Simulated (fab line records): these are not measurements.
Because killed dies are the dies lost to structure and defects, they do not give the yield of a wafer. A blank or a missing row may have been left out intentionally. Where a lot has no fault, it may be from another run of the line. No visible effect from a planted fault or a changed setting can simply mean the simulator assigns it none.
fab line records	flow nand-harc
record lots=6	wafers=18	last-day=23
route steps=1159 shown A_SLIT@783 END@1159
lots untouched by any fault: they come from a run of this same line in which no faults occurred
start-h: start of the lot's first displayed wafer, in hours after the record's first day	wait-h: time in hours since the lot's previous step	" same as the row above	L1.1+2: a single row standing in for several wafers	- no value, or no start was given	* or withheld: withheld	< > ~ a bound
route shown NAME@n: names a module that has steps shown in the file, with the first one's number in the route	usual: mean and standard deviation over wafers with no fault	same: alike in all rows	chamber/n: place in a boat	sites: each site's reading	_std_site: the standard deviation of these	_edge_site: inner sites' mean taken away from outer sites' mean	radius-mm: for every site, how far away it sits from the centre of the wafer	mask NAME#n: copy n	behind: the most recent tool/chamber to have shaped the wafer	hold: why the lot was held/for how many hours/how that ended	device: which transistor (n, p or np) failed to switch	end of line: the same wafers' tests at the end of the route	a step without rows: its recipe alone	killed: dies lost to structure and defects at the first sort, not the wafer's yield	map: dies across one wafer; x = killed, . = not, _ = none there
set.NAME: the setting as run; set.NAME@STEP: as run at that earlier step	model.NAME: the simulator's own value behind a step, which no gauge read
lots seen at some steps along the route; tables by step, rows by wafer
services: when a tool's chamber went out of use (start-h, in hours from the record's first day, below 0 if earlier), for how many hours, and the reason
## steps
# step NHARC_A_SLIT_HMDS_02
# recipe time-s=30
# step NHARC_A_SLIT_COAT_03
# recipe spin-rpm=1500	resist-thk-nm=90
# step NHARC_A_SLIT_SOFTBAKE_04
# recipe temp-c=105	time-s=55
# step NHARC_A_SLIT_EBR_05
# step NHARC_A_SLIT_EXPOSE_06
# recipe na=1.35	dose-mj=60.82	mask-id=SLIT
# step NHARC_A_SLIT_PEB_07
# recipe peb-temp-c=100	peb-time-s=65
# step NHARC_A_SLIT_DEVELOP_08
# recipe develop-time-s=35	dev-temp-c=23
# step NHARC_A_SLIT_CD_MEAS_09
# recipe target-cd-nm=300	landing-energy-ev=500
# usual cd-nm=299.8/0.52
lot.wafer	tool	chamber	start-h	wait-h	cd-nm
L796.2	cd-sem-01	0	339.60	-	299.9
L796.3	"	0	"	"	298.8
L796.4	"	0	"	"	299.2
L799.1	cd-sem-01	0	349.10	-	300.3
L799.2	"	0	"	"	300.4
L799.3	"	0	"	"	300.8
L806.1	cd-sem-03	0	397.84	-	300.4
L806.3	"	0	"	"	299.5
L806.6	"	0	"	"	299.4
L805.1	cd-sem-02	0	399.44	-	299.6
L805.5	"	0	"	"	299.7
L805.6	"	0	"	"	299.8
L807.1	cd-sem-03	0	404.35	-	299.8
L807.2	"	0	"	"	299.9
L807.4	"	0	"	"	299.8
L808.2	cd-sem-03	0	421.78	-	300.7
L808.3	"	0	"	"	300.4
L808.5	"	0	"	"	299.3
# step NHARC_A_SLIT_OVL_MEAS_10
# usual overlay-x-nm=-0.2/0.72	overlay-y-nm=0.2/0.75
lot.wafer	tool	chamber	start-h	wait-h	overlay-x-nm	overlay-y-nm
L796.2	overlay-01	-	339.69	-	0.5	0.6
L796.3	"	-	"	"	-0.3	0.1
L796.4	"	-	"	"	-0.4	0.3
L799.1	overlay-01	-	349.19	-	-0.5	0.6
L799.2	"	-	"	"	-0.5	0.2
L799.3	"	-	"	"	0.3	1.1
L806.1	overlay-01	-	397.93	-	-0.3	0.7
L806.3	"	-	"	"	-0.3	0.8
L806.6	"	-	"	"	-0.2	0.7
L805.1	overlay-02	-	399.53	-	1.4	-1.6
L805.5	"	-	"	"	0.8	-0.8
L805.6	"	-	"	"	1.1	-1.4
L807.1	overlay-02	-	404.44	-	0.5	1.4
L807.2	"	-	"	"	0.1	1.0
L807.4	"	-	"	"	0.3	0.6
L808.2	overlay-01	-	421.86	-	0.0	0.5
L808.3	"	-	"	"	0.3	0.3
L808.5	"	-	"	"	-0.2	0.6
# step NHARC_A_SLIT_INSPECT_11
# usual raw-defect-count=20/9.7
lot.wafer	tool	chamber	start-h	wait-h	raw-defect-count
L796.2	defect-inspect-02	-	339.72	0.0	8
L796.3	"	-	"	"	4
L796.4	"	-	"	"	8
L799.1	defect-inspect-02	-	349.23	0.0	29
L799.2	"	-	"	"	20
L799.3	"	-	"	"	26
L806.1	defect-inspect-02	-	397.96	0.0	31
L806.3	"	-	"	"	28
L806.6	"	-	"	"	22
L805.1	defect-inspect-02	-	399.57	0.0	17
L805.5	"	-	"	"	25
L805.6	"	-	"	"	15
L807.1	defect-inspect-01	-	404.49	0.1	12
L807.2	"	-	"	"	28
L807.4	"	-	"	"	19
L808.2	defect-inspect-01	-	421.90	0.0	23
L808.3	"	-	"	"	19
L808.5	"	-	"	"	21
# step NHARC_A_SLIT_DESCUM_14
# recipe time-s=3	o2-flow-sccm=200	ar-flow-sccm=0	bias-power-w=0	chemistry=O2
# usual drypump-motor-current-A=5.9/0.36	oes-product-au=1.000/0.0096	rf-vpp-V=57.8/0.82	showerhead-plenum-p-Torr=1.95/0.069	throttle-valve-pct=11.312/0.0088
lot.wafer	tool	chamber	start-h	wait-h	drypump-motor-current-A	oes-product-au	rf-hours-counter-h	rf-vpp-V	showerhead-plenum-p-Torr	throttle-valve-pct
L796.4	rie-diel-01	0	339.78	0.1	6.0	1.004	1	57.3	1.81	11.332
L796.3	"	1	"	"	6.1	1.024	1	58.1	2.04	11.311
L796.2	"	2	"	"	5.9	1.005	1	57.9	1.99	11.313
L799.1	rie-diel-07	1	349.30	0.1	5.2	0.999	7	58.6	2.05	11.299
L799.3	"	2	"	"	5.6	1.006	6	57.8	1.95	11.315
L799.2	"	3	"	"	6.3	1.013	7	57.6	1.91	11.316
L806.1	rie-diel-01	3	398.02	0.1	5.6	1.001	6	59.2	1.94	11.303
L806.3	"	1	"	"	6.1	0.988	5	57.8	2.04	11.307
L806.6	"	1	"	"	6.1	0.993	-	58.3	2.04	11.308
L805.1	rie-diel-01	1	399.65	0.1	6.1	1.005	6	58.2	2.04	11.313
L805.5	"	0	"	"	6.1	0.995	-	56.1	1.81	11.312
L805.6	"	1	"	"	6.1	1.009	-	59.6	2.04	11.309
L807.1	rie-diel-07	0	404.55	0.1	5.4	0.987	13	56.8	1.94	11.323
L807.4	"	1	"	"	5.2	0.991	11	58.6	2.05	11.306
L807.2	"	2	"	"	5.6	1.001	11	57.6	1.95	11.305
L808.3	rie-diel-11	2	421.97	0.1	6.6	1.011	1	59.3	1.90	11.306
L808.2	"	0	"	"	6.0	0.983	2	58.2	1.97	11.313
L808.5	"	2	"	"	6.5	1.024	-	57.6	1.90	11.320
# step NHARC_A_SLIT_ETCH_24
# recipe target-depth-a=1210	time-s=60.5	cf4-flow-sccm=100	chf3-flow-sccm=30	ar-flow-sccm=0	rf-w=500	bias-w=200	chemistry=CF4/CHF3
# usual drypump-motor-current-A=5.9/0.36	oes-product-au=0.961/0.02	rf-vpp-V=371.5/1.8	run-length-s=81.7/0.4	showerhead-plenum-p-Torr=1.60/0.053	throttle-valve-pct=16.802/0.0098
lot.wafer	tool	chamber	start-h	wait-h	drypump-motor-current-A	oes-product-au	rf-hours-counter-h	rf-vpp-V	run-length-s	showerhead-plenum-p-Torr	throttle-valve-pct
L796.4	rie-diel-01	2	339.87	0.1	5.9	0.977	1	372.4	82.4	1.63	16.817
L796.2	"	3	"	"	5.6	0.979	1	370.2	81.5	1.60	16.804
L796.3	"	0	"	"	6.0	0.969	1	368.6	81.2	1.49	16.821
L799.2	rie-diel-07	3	349.38	0.1	6.3	0.966	7	371.5	81.1	1.57	16.819
L799.3	"	0	"	"	5.4	0.948	8	371.7	82.1	1.59	16.803
L799.1	"	2	"	"	5.6	0.963	6	371.8	81.6	1.61	16.793
L806.3	rie-diel-01	3	398.13	0.1	5.6	0.929	6	370.8	81.1	1.60	16.806
L806.1	"	0	"	"	6.1	0.915	6	368.1	81.3	1.49	16.804
L806.6	"	3	"	"	5.6	0.920	-	370.9	81.4	1.60	16.793
L805.1	rie-diel-01	1	399.75	0.1	6.1	0.941	6	371.5	82.0	1.67	16.807
L805.6	"	0	"	"	6.1	0.950	-	367.9	81.6	1.49	16.790
L805.5	"	1	"	"	6.1	0.955	-	373.2	82.2	1.67	16.812
L807.4	rie-diel-07	1	404.64	0.1	5.2	0.962	11	372.4	82.4	1.68	16.790
L807.1	"	2	"	"	5.6	0.991	11	370.6	81.9	1.60	16.812
L807.2	"	3	"	"	6.3	1.000	12	371.7	81.1	1.57	16.807
L808.2	rie-diel-11	1	422.06	0.1	6.1	0.944	2	371.1	81.5	1.59	16.795
L808.3	"	2	"	"	6.5	0.980	1	370.6	81.1	1.57	16.821
L808.5	"	3	"	"	5.8	0.962	-	372.1	81.7	1.62	16.793
# step NHARC_A_SLIT_ETCH_15
# recipe target-depth-a=32000	over-etch-frac=0.3	time-s=832	ion-energy-ev=150	o2-flow-sccm=400	cos-flow-sccm=20	ar-flow-sccm=0	rf-w=500	bias-w=300	chemistry=O2/COS
# usual drypump-motor-current-A=5.9/0.34	oes-product-au=1.002/0.0097	rf-vpp-V=314.9/1.7	run-length-s=853.2/0.4	showerhead-plenum-p-Torr=3.18/0.11	throttle-valve-pct=28.330/0.0093
# same over-etch-frac=0.3
lot.wafer	tool	chamber	start-h	wait-h	drypump-motor-current-A	oes-product-au	rf-hours-counter-h	rf-vpp-V	run-length-s	showerhead-plenum-p-Torr	throttle-valve-pct	model.A_SLIT.cd-offset-nm
L796.4	rie-diel-01	2	340.02	-	6.0	0.999	1	315.8	853.3	3.24	28.307	-1.509
L796.3	"	3	"	"	5.7	1.011	1	314.3	853.2	3.17	28.330	-3.204
L796.2	"	0	"	"	6.1	1.005	1	311.8	853.0	2.96	28.333	-0.3454
L799.3	rie-diel-07	1	349.79	-	5.2	1.008	7	316.7	853.4	3.33	28.330	-0.619
L799.2	"	3	"	"	6.4	1.019	8	313.1	852.9	3.12	28.321	-0.2468
L799.1	"	0	"	"	5.4	1.001	9	316.5	853.4	3.16	28.341	-0.233
L806.1	rie-diel-01	0	398.23	-	6.1	0.983	6	311.6	671.9	2.96	28.342	-1.95
L806.3	"	3	"	"	5.7	0.993	6	315.3	671.6	3.17	28.349	-4.33
L806.6	"	1	"	"	6.1	0.999	-	317.7	672.2	3.31	28.308	-2.463
L805.1	rie-diel-01	3	399.91	-	5.6	1.004	6	313.0	671.6	3.17	28.324	-3.739
L805.5	"	1	"	"	6.1	1.002	-	316.9	672.4	3.31	28.321	-2.666
L805.6	"	3	"	"	5.6	1.004	-	315.6	671.7	3.17	28.324	-2.468
L807.4	rie-diel-07	0	404.72	-	5.4	0.989	13	315.3	854.0	3.16	28.366	1.208
L807.2	"	1	"	"	5.2	1.009	11	317.6	853.5	3.33	28.323	-0.05787
L807.1	"	2	"	"	5.6	1.009	11	316.2	853.3	3.18	28.343	-1.555
L808.3	rie-diel-11	3	422.13	-	5.8	0.995	2	317.6	853.3	3.20	28.333	0.05384
L808.2	"	0	"	"	6.0	0.992	2	316.8	853.8	3.21	28.327	-0.2307
L808.5	"	0	"	"	6.0	0.987	-	315.0	853.9	3.21	28.333	-1.047
# step NHARC_A_SLIT_ETCH_17
# recipe bias-v=900	source-w=withheld	pressure-mtorr=20	ar-flow-sccm=375	c4f8-flow-sccm=83.3	o2-flow-sccm=41.7	time-s=1687.5	target-depth-a=1.01e+05	chemistry=C4F8/O2/Ar
# usual drypump-motor-current-A=5.7/0.34	run-length-s=1688.8/0.44	showerhead-plenum-p-Torr=3.68/0.12	throttle-valve-pct=32.046/0.0088
lot.wafer	tool	chamber	start-h	wait-h	drypump-motor-current-A	rf-hours-counter-h	run-length-s	showerhead-plenum-p-Torr	throttle-valve-pct
L796.2	har-etch-01	1	340.96	-	5.6	10	1687.9	3.58	32.048
L796.3	"	0	"	"	5.5	-	1689.6	3.80	32.035
L796.4	"	1	"	"	5.6	-	1688.0	3.58	32.044
L799.2	har-etch-01	1	354.03	-	5.7	18	1688.0	3.57	32.046
L799.1	"	0	"	"	5.6	18	1689.5	3.79	32.048
L799.3	"	0	"	"	5.6	-	1689.0	3.79	32.032
L806.1	har-etch-02	0	398.95	-	5.3	210	1688.9	3.82	32.043
L806.3	"	1	"	"	6.3	-	1688.9	3.57	32.051
L806.6	"	1	"	"	6.3	-	1689.0	3.56	32.041
L805.1	har-etch-02	0	400.63	-	5.4	211	1689.2	3.82	32.031
L805.6	"	0	401.64	-	5.3	-	1689.0	3.82	32.043
L805.5	"	1	"	"	6.2	-	1688.9	3.56	32.048
L807.1	har-etch-01	0	405.31	-	5.6	46	1689.4	3.78	32.058
L807.2	"	1	"	"	5.6	46	1688.6	3.56	32.048
L807.4	"	0	"	"	5.6	-	1689.0	3.78	32.056
L808.2	har-etch-02	1	422.72	-	6.3	217	1689.1	3.56	32.046
L808.3	"	1	"	"	6.3	-	1689.1	3.56	32.050
L808.5	"	0	"	"	5.4	-	1688.7	3.82	32.056
# step NHARC_END_SORT_01
# recipe temp-c=25
# usual killed-at-array=29/11	killed-at-other=0.5/0.8	killed-at-periphery=3.5/2.8	killed-dies=33/12	killed-open=3.1/1.8	killed-short=1.8/1.4
# same gross-dies=677
lot.wafer	tool	chamber	start-h	wait-h	hold	killed-at-array	killed-at-other	killed-at-periphery	killed-dies	killed-open	killed-short
L799.1	prober-02	0	492.30	2.5	-	25	0	3	28	1	2
L799.2	prober-02	0	493.09	2.8	-	19	1	1	21	1	2
L799.3	prober-02	0	493.89	3.1	-	25	1	1	27	5	1
L805.1	prober-02	0	512.35	2.5	await-dispo/5.6h/release	113	1	5	119	7	4
L805.5	prober-02	0	515.56	3.7	await-dispo/5.6h/release	142	0	0	142	3	4
L805.6	prober-02	0	516.36	4.0	await-dispo/5.6h/release	130	1	1	132	1	0
L806.1	prober-02	0	520.58	2.5	await-dispo/2.0h/release	151	0	1	152	4	0
L806.3	prober-02	0	522.20	3.1	await-dispo/2.0h/release	187	1	0	188	1	3
L806.6	prober-02	0	524.63	4.1	await-dispo/2.0h/release	181	1	2	184	3	2
L807.1	prober-01	0	521.78	2.5	-	15	0	4	19	1	2
L807.2	prober-01	0	522.58	2.8	-	28	0	4	32	4	1
L807.4	prober-01	0	524.18	3.4	-	14	0	5	19	2	1
L808.2	prober-02	0	551.22	2.8	-	40	0	0	40	5	0
L808.3	prober-02	0	552.02	3.1	-	38	0	2	40	4	2
L808.5	prober-02	0	553.62	3.7	-	35	0	1	36	3	2
# killed by level:class
L799.1 A_CHANNEL_HOLE_D1:chamber-film-flake=17 A_STAIRCASE:chamber-film-flake=4 P_CONTACT:chamber-film-flake=2 P_CONTACT:geometric-particle:short=1 A_ONON_D1:geometric-particle:open=1 A_CONTACT:geometric-particle:short=1 A_SGD_CUT:chamber-film-flake=1 A_SLIT:chamber-film-flake=1
L799.2 A_CHANNEL_HOLE_D1:chamber-film-flake=11 A_CONTACT:chamber-film-flake=4 A_ONON_D1:geometric-particle:short=1 A_BLC:geometric-particle:open=1 A_M1:geometric-particle:short=1 P_M2:chamber-film-flake=1 A_STAIRCASE:chamber-film-flake=1 THIN_TSV:chamber-film-flake=1
L799.3 A_CHANNEL_HOLE_D1:chamber-film-flake=16 A_STAIRCASE:chamber-film-flake=2 A_CONTACT:chamber-film-flake=2 P_CONTACT:geometric-particle:open=1 A_ONON_D1:geometric-particle:open=1 A_ONON_D1:geometric-particle:short=1 A_CHANNEL_FILL_D1:geometric-particle:open=1 A_CONTACT:geometric-particle:open=1
L805.1 A_SLIT:area-etch=84 A_SLIT:chamber-film-flake=10 A_CHANNEL_HOLE_D1:chamber-film-flake=4 A_CONTACT:chamber-film-flake=4 A_CONTACT:geometric-particle:open=3 P_GATE:geometric-particle:open=2 P_M2:geometric-particle:open=1 A_ONON_D1:geometric-particle:short=1
L805.5 A_SLIT:area-etch=109 A_SLIT:chamber-film-flake=14 A_CHANNEL_HOLE_D1:chamber-film-flake=6 A_STAIRCASE:chamber-film-flake=4 A_CHANNEL_FILL_D1:geometric-particle:short=2 A_ONON_D1:geometric-particle:open=1 A_ONON_D1:geometric-particle:short=1 A_SGD_CUT:geometric-particle:open=1
L805.6 A_SLIT:area-etch=90 A_SLIT:chamber-film-flake=19 A_CHANNEL_HOLE_D1:chamber-film-flake=6 A_CONTACT:chamber-film-flake=6 A_STAIRCASE:chamber-film-flake=5 A_M1:chamber-film-flake=4 P_STI:geometric-particle:open=1 THIN_TSV:chamber-film-flake=1
L806.1 A_SLIT:area-etch=109 A_CHANNEL_HOLE_D1:chamber-film-flake=18 A_SLIT:chamber-film-flake=15 A_STAIRCASE:chamber-film-flake=4 A_WL_FILL:geometric-particle:open=2 A_CHANNEL_FILL_D1:geometric-particle:open=1 A_CONTACT:geometric-particle:open=1 P_GATE:chamber-film-flake=1
L807.1 A_CONTACT:chamber-film-flake=5 A_CHANNEL_HOLE_D1:chamber-film-flake=4 P_BONDPAD:chamber-film-flake=3 A_STAIRCASE:chamber-film-flake=2 A_WL_FILL:geometric-particle:short=1 A_CONTACT:geometric-particle:short=1 A_M1:geometric-particle:open=1 P_GATE:chamber-film-flake=1
L806.3 A_SLIT:area-etch=152 A_CHANNEL_HOLE_D1:chamber-film-flake=17 A_SLIT:chamber-film-flake=10 A_STAIRCASE:chamber-film-flake=4 A_CONTACT:geometric-particle:open=1 A_CONTACT:geometric-particle:short=1 A_M1:geometric-particle:short=1 STARTING-WAFER:geometric-particle:short=1
L807.2 A_CHANNEL_HOLE_D1:chamber-film-flake=8 A_STAIRCASE:chamber-film-flake=8 A_CONTACT:chamber-film-flake=6 A_CHANNEL_FILL_D1:chamber-film-flake=2 P_GATE:geometric-particle:open=1 P_M2:geometric-particle:open=1 A_ONON_D1:geometric-particle:open=1 A_CHANNEL_HOLE_D1:geometric-particle:open=1
L807.4 A_CHANNEL_HOLE_D1:chamber-film-flake=6 P_STI:chamber-film-flake=2 A_CHANNEL_FILL_D1:chamber-film-flake=2 A_STAIRCASE:chamber-film-flake=2 A_CONTACT:chamber-film-flake=2 P_M0:geometric-particle:open=1 P_M0:geometric-particle:short=1 A_WL_FILL:geometric-particle:open=1
L806.6 A_SLIT:area-etch=147 A_SLIT:chamber-film-flake=15 A_CHANNEL_HOLE_D1:chamber-film-flake=12 A_STAIRCASE:chamber-film-flake=2 P_M0:geometric-particle:open=1 A_ONON_D1:geometric-particle:short=1 A_WL_FILL:geometric-particle:short=1 A_CONTACT:geometric-particle:open=1
L808.2 A_SLIT:chamber-film-flake=17 A_CHANNEL_HOLE_D1:chamber-film-flake=8 A_CHANNEL_FILL_D1:chamber-film-flake=3 A_STAIRCASE:chamber-film-flake=3 A_BLC:geometric-particle:open=2 A_M0:geometric-particle:open=2 A_ZERO_WELL:chamber-film-flake=2 A_CONTACT:chamber-film-flake=2
L808.3 A_SLIT:chamber-film-flake=18 A_STAIRCASE:chamber-film-flake=7 A_CHANNEL_HOLE_D1:chamber-film-flake=4 A_CHANNEL_FILL_D1:chamber-film-flake=2 P_GATE:geometric-particle:open=1 P_M0:geometric-particle:open=1 A_CHANNEL_FILL_D1:geometric-particle:short=1 A_WL_FILL:geometric-particle:short=1
L808.5 A_SLIT:chamber-film-flake=16 A_CHANNEL_HOLE_D1:chamber-film-flake=5 A_STAIRCASE:chamber-film-flake=4 A_CONTACT:geometric-particle:open=2 A_CHANNEL_FILL_D1:chamber-film-flake=2 A_CONTACT:chamber-film-flake=2 A_CHANNEL_HOLE_D1:geometric-particle:short=1 A_WL_FILL:geometric-particle:short=1
# map L805.5 (x killed, . not)
____________.____________
_________....x.._________
_______....xx....._______
______............x______
_____x........x....._____
____.............x...____
____................x____
___...x.............x.___
___.........x.x.......___
__.xx........xx......x.__
__.......x..x.x........__
_...x..xxx.x.x...x....x._
_...xx..x......x..x....._
_.........x.xx.x....x..._
_x..x.x.x..xx..x........_
_...xx...x.xx.....x....._
..xxx.x.x..xxx.x.x..x....
.........x...........x...
............xxx........xx
........x..x..xxx..xx..x.
.....x....xxx..x...x.....
_...........x..x.x..x..._
_..x....x.x.xxx...x....._
_x..x....x.x.x.........._
_.x.x..xx..xx......x..x._
_........x.x..x........._
__.......x.x.x......x..__
__.....................__
___..xx.x..x..x...x..x___
___x..x...xx.....x...x___
____......x..x.....x.____
____..xx.xxxx.....x..____
_____x....xxx......._____
______...x.........______
_______..........._______
_________......._________
____________.____________
# map L806.3 (x killed, . not)
____________.____________
_________..x...._________
_______....x......_______
______.x....x......______
_____.......x......._____
____.................____
____.......xx..xx.x..____
___....x.x...x...x...x___
___......x...x........___
__....xxx....x......x..__
__...x....x....x....x..__
_..........xxxx.xx......_
_....x....xx.x.....xx.x._
_........xx..xx.xxx..x.._
_.....x.xx.xx.x.xxxxx..._
_.....x.xx....xxxxx.x..._
.........xxxxxxx.x.xx...x
......x...x..xxx.xxxx....
......x...xxxx.xx.xx..x..
.....xxx.xx...x.xxxx.x..x
......xxxxx..x..xx.x.....
_....xxxxxx.xxx.x.xx..xx_
_.......xxx.x.x..xx.x..x_
_......x.xxx...x.xx....._
_....x.x..xx.x...x.x...._
_....x...x..x..x.xx....._
__.....x.x...xxxx......__
__..x....x..xx.....x...__
___.....x.............___
___............x......___
____.x...x.x.........____
____....x.x......x...____
_____..x..........x._____
______...xxxxx.....______
_______..........._______
_________x......_________
____________.____________
## services
tool	chamber	start-h	hours	kind
rie-diel-11	2	320.54	7.2	repair
rie-diel-01	0	323.81	-	clean
rie-diel-01	1	323.81	-	clean
rie-diel-01	2	323.81	-	clean
rie-diel-01	3	323.81	-	clean
rie-diel-01	0	348.59	-	clean
rie-diel-01	1	348.59	-	clean
rie-diel-01	2	348.59	-	clean
rie-diel-01	3	348.59	-	clean
rie-diel-01	2	365.97	2.5	repair
rie-diel-11	-	370.55	9.0	pm
rie-diel-01	0	373.09	-	clean
rie-diel-01	1	373.09	-	clean
rie-diel-01	2	373.09	-	clean
rie-diel-01	3	373.09	-	clean
rie-diel-07	2	380.41	4.0	repair
rie-diel-01	2	395.12	9.2	repair
rie-diel-01	0	397.59	-	clean
rie-diel-07	-	405.87	9.0	pm
rie-diel-11	2	408.79	3.9	repair
rie-diel-01	2	416.40	4.7	repair
rie-diel-01	-	416.71	0.8	repair
rie-diel-07	1	418.10	3.7	repair
rie-diel-01	-	420.57	4.6	repair
## key
first-sign step=NHARC_A_SLIT_ETCH_15	reading=run-length-s	direction=down	sigmas=99+	usual=*	struck=*
effect step=NHARC_END_SORT_01	reading=killed-at-array	direction=up	sigmas=11	usual=29	struck=151
model-effect step=NHARC_A_SLIT_ETCH_15	value=A_SLIT.cd-offset-nm	without=-1.126	struck=-2.936
more-kills-born-at NHARC_A_SLIT_ETCH_15@rie-diel-01=691
met-at NHARC_A_SLIT_ETCH_15
struck-wafers L805.1,L805.5,L805.6,L806.1,L806.3,L806.6
tester-left-out L805,L806
onset-between 340.02 398.23
fault kind=process-parameter-drift	tool=rie-diel-01	chamber=-	onset-h=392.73	steps=NHARC_A_SLIT_ETCH_15	channel=time-s	offset=*	shape=step	end-h=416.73	acts-in=*	stated=*
# tester-left-out: of these lots the tester's yield and bins aren't shown, on N5 and GAA mostly nor the transistor test; their killed dies are dies lost to structure and defects alone, not to doping, threshold or leakage, so they don't give the yield
